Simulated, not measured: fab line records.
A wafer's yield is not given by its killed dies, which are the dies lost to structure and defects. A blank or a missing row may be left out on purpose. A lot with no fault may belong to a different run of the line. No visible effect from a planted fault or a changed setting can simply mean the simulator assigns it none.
Matching of chambers || flow nand-harc || rie-diel-09 running NHARC_A_SLIT_ETCH_29: 4 sister chambers
The step etches the open film in CF4/O2, target depth 100 nm, overetch 10 nm, time 55 s. 4 wafers are shown with their chamber, then 8 later ones without.

## WAFERS PAIRED WITH THEIR CHAMBERS
{"wafer": "L088.1", "chamber": 0, "drypump-motor-current-A (A)": 5.9}
{"wafer": "L088.4", "chamber": 1, "drypump-motor-current-A (A)": 5.2}
{"wafer": "L087.5", "chamber": 3, "drypump-motor-current-A (A)": 6.5}
{"wafer": "L090.2", "chamber": 2, "drypump-motor-current-A (A)": 5.5}

## WAFERS WITH NO CHAMBER GIVEN
{"wafer": "L090.3", "drypump-motor-current-A (A)": 6.6}
{"wafer": "L090.6", "drypump-motor-current-A (A)": 5.5}
{"wafer": "L096.2", "drypump-motor-current-A (A)": 5.2}
{"wafer": "L096.3", "drypump-motor-current-A (A)": 5.5}
{"wafer": "L096.5", "drypump-motor-current-A (A)": 5.5}
{"wafer": "L097.3", "drypump-motor-current-A (A)": 6.6}
{"wafer": "L097.5", "drypump-motor-current-A (A)": 5.5}
{"wafer": "L097.6", "drypump-motor-current-A (A)": 6.6}

## WHICH CHAMBER EACH WENT THROUGH
{"wafer": "L090.3", "from the rows above": 3, "in truth": 3}
{"wafer": "L090.6", "from the rows above": 2, "in truth": 2}
{"wafer": "L096.2", "from the rows above": 1, "in truth": 1}
{"wafer": "L096.3", "from the rows above": 2, "in truth": 2}
{"wafer": "L096.5", "from the rows above": 2, "in truth": 2}
{"wafer": "L097.3", "from the rows above": 3, "in truth": 3}
{"wafer": "L097.5", "from the rows above": 2, "in truth": 2}
{"wafer": "L097.6", "from the rows above": 3, "in truth": 3}
Correct placement for 8 of the 8. Not placeable from these rows: 0. 0 placed wrongly.
How it was worked out, from the rows above alone: a wafer's distance from a chamber is the root of the sum, over the readings, of the square of ((its reading less the chamber's mean) divided by the reading's scatter). If the next closest chamber is less than 2 further off than the closest, the wafer can't be placed; otherwise it belongs to the closest. A chamber's mean is the mean of its shown wafers. The scatter: with one shown wafer a chamber, the root of the mean of the squares of how far each hidden wafer lies from its nearest shown one.
